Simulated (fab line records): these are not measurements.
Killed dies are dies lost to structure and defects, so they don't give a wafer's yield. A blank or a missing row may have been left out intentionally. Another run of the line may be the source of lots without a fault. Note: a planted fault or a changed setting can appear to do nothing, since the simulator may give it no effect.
One fault seen from 3 desks || flow n5_finfet || each desk holds nothing but its own numbers, with what lay behind them at the end

## THE TOOL OWNER'S DESK: ald_sin-01
The tool's own readings at N5_BEOL_M4_ALD_98 (deposits SiO2, target thk 2.5 nm, pulse time 1 s, co reactant pulse time 1 s): means of the sampled wafers that have a number, for each lot that ran on this tool. Any lot whose mean is over 4 standard deviations away from the usual mean is out of limits and marked OUT; that distance is given in the brackets.
Columns: A = heater_power_w at N5_BEOL_M4_ALD_98, usual 77 W; B = precursor_pulse_height_rel at N5_BEOL_M4_ALD_98, usual 0.997
{"lot": "L881", "first seen here": "day 10 03:06", "A": 79, "B": 1.001}
{"lot": "L889", "first seen here": "day 11 18:20", "A": 81, "B": 1.001}
{"lot": "L892", "first seen here": "day 12 03:40", "A": 82, "B": 1.010}
{"lot": "L893", "first seen here": "day 12 05:59", "A": 75, "B": 0.989}
{"lot": "L897", "first seen here": "day 13 22:17", "A": 74, "B": 1.006}
This desk found nothing out of limits on any of the 5 lots.

## THE DEFECT DESK
For each lot, the counts of the inspections along the route, averaged over the sampled wafers that have a number. Any lot whose mean is over 4 standard deviations away from the usual mean is out of limits and marked OUT; that distance is given in the brackets.
Columns: A = raw_defect_count at N5_BEOL_M3_INSPECT_59, usual 72
{"lot": "L879", "first seen here": "day 9 03:04", "A": 87}
{"lot": "L880", "first seen here": "day 9 19:13", "A": 60}
{"lot": "L881", "first seen here": "day 10 01:11", "A": 61}
{"lot": "L883", "first seen here": "day 10 14:34", "A": 54}
{"lot": "L882", "first seen here": "day 10 20:43", "A": 77}
{"lot": "L889", "first seen here": "day 11 15:07", "A": 63}
{"lot": "L892", "first seen here": "day 11 23:07", "A": 78}
{"lot": "L893", "first seen here": "day 12 03:23", "A": 58}
{"lot": "L897", "first seen here": "day 13 17:58", "A": 77}
{"lot": "L901", "first seen here": "day 14 23:37", "A": 68}
{"lot": "L900", "first seen here": "day 15 08:43", "A": 74}
This desk found nothing out of limits on any of the 11 lots.

## FROM THE METROLOGY DESK
Lot by lot, what the gauges showed, no matter which tool ran the lot: averages of those sampled wafers that carry a number. Any lot whose mean is over 4 standard deviations away from the usual mean is out of limits and marked OUT; that distance is given in the brackets. Readings shown: 7 of its 11, picked as those furthest out on some lot.
Columns: A = cd_nm at N5_BEOL_M4_CD_MEAS_18, usual 17.8 nm; B = DIBL_P at N5_BEOL_M4_RC_MEAS_101, usual 38 mV/V; C = IOFF_N at N5_BEOL_M4_RC_MEAS_101, usual 0.18 nA/um; D = SS_N at N5_BEOL_M4_RC_MEAS_101, usual 71.7 mV/dec; E = SS_P at N5_BEOL_M4_RC_MEAS_101, usual 73.7 mV/dec; F = VT_N at N5_BEOL_M4_RC_MEAS_101, usual 249 mV; G = VT_P at N5_BEOL_M4_RC_MEAS_101, usual -248 mV
{"lot": "L879", "first seen here": "day 9 05:05", "A": 17.9, "B": 39, "C": 0.19, "D": 71.4, "E": 73.5, "F": 248, "G": -250}
{"lot": "L880", "first seen here": "day 9 21:50", "A": 17.8, "B": 35, "C": 0.15, "D": 71.3, "E": 73.0, "F": 247, "G": -248}
{"lot": "L881", "first seen here": "day 10 02:24", "A": 17.7, "B": 38, "C": 0.18, "D": 71.4, "E": 74.1, "F": 244, "G": -244}
{"lot": "L883", "first seen here": "day 10 16:28", "A": 17.8, "B": 34, "C": 0.13, "D": 71.3, "E": 72.8, "F": 253, "G": -248}
{"lot": "L882", "first seen here": "day 11 00:01", "A": 18.3, "B": 38, "C": 0.19, "D": 72.0, "E": 74.0, "F": 248, "G": -245}
{"lot": "L889", "first seen here": "day 11 17:38", "A": 18.0, "B": 37, "C": 0.16, "D": 71.9, "E": 73.5, "F": 250, "G": -249}
{"lot": "L892", "first seen here": "day 12 02:31", "A": 17.9, "B": 38, "C": 0.17, "D": 71.8, "E": 73.5, "F": 252, "G": -249}
{"lot": "L893", "first seen here": "day 12 05:08", "A": 17.9, "B": 38, "C": 0.18, "D": 71.9, "E": 74.0, "F": 251, "G": -247}
{"lot": "L897", "first seen here": "day 13 20:19", "A": 17.6, "B": 38, "C": 0.15, "D": 71.2, "E": 73.4, "F": 252, "G": -252}
{"lot": "L901", "first seen here": "day 15 01:19", "A": 17.7, "B": 41, "C": 0.24, "D": 72.6, "E": 74.6, "F": 244, "G": -245}
{"lot": "L900", "first seen here": "day 15 13:08", "A": 18.0, "B": 40, "C": 0.20, "D": 71.5, "E": 74.4, "F": 246, "G": -246}
This desk found nothing out of limits on any of the 11 lots.

## BROUGHT TOGETHER
The desk of the tool owner found nothing out of limits.
No out-of-limits result turned up at the defect desk.
From the metrology desk's view, nothing was out of limits.

## WHAT THE SIMULATOR HAD INSERTED
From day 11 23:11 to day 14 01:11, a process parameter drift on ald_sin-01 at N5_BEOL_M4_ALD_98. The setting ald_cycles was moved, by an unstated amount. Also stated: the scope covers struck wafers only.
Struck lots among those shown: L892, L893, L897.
